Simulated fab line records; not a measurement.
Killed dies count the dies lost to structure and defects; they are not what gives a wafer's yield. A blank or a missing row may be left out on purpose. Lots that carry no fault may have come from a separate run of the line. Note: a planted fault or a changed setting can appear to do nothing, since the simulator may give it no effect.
Which tool was responsible? ; flow n5Finfet ; 33 wafers from 11 lots sampled at 5 of the route's 1938 steps

## WHAT EACH GAUGE READ, for each wafer
N5_BEOL_M13_THK_MEAS_01.
lot;measured;on;M13_ILD_THK (nm)
L075;day 11 18:03;filmMetro-01;828 836 841
L076;day 12 12:56;filmMetro-01;830 852 854
L079;day 12 17:23;filmMetro-02;838 852 859
L082;day 13 09:23;filmMetro-01;823 849 834
L083;day 13 18:37;filmMetro-01;842 845 838
L085;day 14 21:08;filmMetro-01;836 831 844
L088;day 15 05:16;filmMetro-02;834 833 832
L090;day 16 01:31;filmMetro-02;829 821 845
L091;day 16 09:00;filmMetro-02;834 836 848
L093;day 17 05:20;filmMetro-02;825 839 839
L096;day 17 12:01;filmMetro-02;842 836 828

## WHAT TOOL EACH LOT RAN ON (gives the tool, then ch and the chambers of the sampled wafers, and finally the start)
lot;N5_BEOL_M11_ETCH_62;N5_BEOL_M11_STRIP_77;N5_BEOL_M12_TRENCH_ETCH_34;N5_BEOL_M12_ANNEAL_48
L075;rieDiel-03 ch 1,2,3, day 10 23:22;rieDiel-01 ch 1,2,3, day 11 14:41 or earlier;rieDiel-06 ch 0,2,3, day 11 14:41;rtpAnneal-01 ch 0, day 11 17:07
L076;rieDiel-01 ch 0,1,2, day 11 23:25;rieDiel-01 ch 1,2,3, day 12 09:02 or earlier;rieDiel-06 ch 0,2,3, day 12 09:02;rtpAnneal-01 ch 0, day 12 12:02
L079;rieDiel-02 ch 0,3, day 12 04:31;rieDiel-01 ch 1,3, day 12 10:42 or earlier;rieDiel-05 ch 1,2, day 12 10:42;rtpAnneal-02 ch 0, day 12 16:32
L082;rieDiel-02 ch 0,2,3, day 12 20:43;rieDiel-01 ch 1,2, day 13 03:13 or earlier;rieDiel-04 ch 0,1,3, day 13 03:13;rtpAnneal-02 ch 0, day 13 08:33
L083;rieDiel-02 ch 0,1,3, day 13 07:40;rieDiel-01 ch 1,2,3, day 13 15:14 or earlier;rieDiel-06 ch 1,2,3, day 13 15:14;rtpAnneal-02 ch 0, day 13 17:48
L085;rieDiel-02 ch 2,3, day 14 02:43;rieDiel-02 ch 0,1,3, day 14 13:05 or earlier;rieDiel-05 ch 1,2,3, day 14 13:05;rtpAnneal-01 ch 0, day 14 20:11
L088;rieDiel-01 ch 0,1,2, day 14 14:39;rieDiel-02 ch 0,2,3, day 15 01:41 or earlier;rieDiel-05 ch 1,2,3, day 15 01:41;rtpAnneal-02 ch 0, day 15 04:20
L090;rieDiel-01 ch 0,1,2, day 15 11:17;rieDiel-01 ch 0,1,2, day 15 20:05 or earlier;rieDiel-04 ch 0,1,3, day 15 20:05;rtpAnneal-01 ch 0, day 16 00:19
L091;rieDiel-02 ch 0,2,3, day 15 19:01;rieDiel-02 ch 1,2,3, day 16 05:31 or earlier;rieDiel-04 ch 0,1,3, day 16 05:31;rtpAnneal-02 ch 0, day 16 08:04
L093;rieDiel-01 ch 1,2, day 16 11:07;rieDiel-03 ch 2,3, day 16 21:44 or earlier;rieDiel-05 ch 0,1,3, day 16 21:44;rtpAnneal-02 ch 0, day 17 04:21
L096;rieDiel-03 ch 2,3, day 16 19:34;rieDiel-03 ch 1,2,3, day 17 04:41 or earlier;rieDiel-06 ch 0,3, day 17 04:41;rtpAnneal-02 ch 0, day 17 11:07
- N5_BEOL_M11_ETCH_62: etches SOC in N2/H2, target depth 110 nm, overetch 22 nm, time 165 s.
- N5_BEOL_M11_STRIP_77: strips in N2/H2, time 10 s.
- N5_BEOL_M12_TRENCH_ETCH_34: etches SiOC in C4F8/O2/Ar, target depth 318.95 nm, time 125.5 s.
- N5_BEOL_M12_ANNEAL_48: time 90 s.

## THE ANSWER, worked out from the rows above alone
Rule: the lots themselves supply what counts as usual. The widest of any qualifying gaps counts: lots, ordered by their means at a reading, are off when they make up no more than a third of the lots, leave a main group of 4 or more, and stand apart from it by 3 or more times the standard deviation of that group's means. The tables above print the reading to a certain number of digits; a main group whose means all agree to those digits is not used. A lot without any number at a reading at which 4 lots or more have one is off too. All remaining lots with rows at the step are treated as sound.
Across all readings shown, no lot is off: no conclusion can be drawn from this.

## WHAT THE SIMULATOR HAD PUT IN
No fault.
